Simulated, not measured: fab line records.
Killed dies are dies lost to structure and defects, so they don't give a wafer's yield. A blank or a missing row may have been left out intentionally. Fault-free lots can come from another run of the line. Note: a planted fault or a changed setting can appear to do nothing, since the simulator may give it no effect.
Matching of chambers    flow nand-harc    4 sister chambers for NHARC_P_GATE_ALD_36 on ald-sin-01
The step deposits SiNx, target thk 20 nm, pulse time 60 s, ald cycles 223. 16 wafers are shown with their chamber, then 8 later ones without.

## EACH WAFER AND ITS CHAMBER
wafer   chamber  heater-power-w (W)  precursor-pulse-height-rel
L075.3  1        839                 0.975
L075.1  3        881                 0.969
L075.4  1        826                 0.993
L076.1  3        869                 0.994
L076.3  0        806                 0.979
L076.6  2        718                 0.994
L080.2  0        832                 1.000
L080.5  2        733                 1.011
L080.6  3        881                 0.970
L083.4  0        806                 0.992
L083.3  2        720                 0.991
L083.5  0        817                 0.996
L087.2  0        859                 0.990
L087.4  1        793                 1.045
L087.3  2        726                 0.976
L090.3  1        801                 1.017

SIGNATURES, as means of the wafers listed above
reading                     chamber 0  chamber 1  chamber 2  chamber 3  scatter within a chamber
heater-power-w              824.00     814.75     724.25     877.00     17.3
precursor-pulse-height-rel  0.99140    1.00750    0.99300    0.97767    0.0183
Rule: a wafer lies at a distance from a chamber equal to the root of the sum of squares, over the readings, of (its reading less the chamber's mean, divided by the reading's scatter). The wafer belongs to the nearest chamber; if the next one is less than 2 further off, it can't be placed. The scatter is the square root of a quotient: the sum, over the shown wafers, of each reading's squared deviation from its chamber's mean, divided by wafers minus chambers.

## WAFERS WITH NO CHAMBER GIVEN
wafer   heater-power-w (W)  precursor-pulse-height-rel
L090.4  729                 0.959
L090.1  855                 1.011
L091.2  872                 1.017
L091.3  787                 1.021
L091.4  743                 1.030
L095.2  864                 1.007
L095.4  871                 0.974
L095.6  872                 0.993

## THE CHAMBER EACH PASSED THROUGH
wafer    from the rows above            in truth
L090.4   2                              2
L090.1   can't be placed: 0 or 3 or 1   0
L091.2   can't be placed: 3 or 0 or 1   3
L091.3   can't be placed: 1 or 0        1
L091.4   2                              2
L095.2   can't be placed: 3 or 0 or 1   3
L095.4   3                              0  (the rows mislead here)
L095.6   can't be placed: 3 or 0        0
Placed correctly: 2 of 8. These rows do not allow placing 5 (true chamber among the candidates in 5). Number placed wrongly: 1.
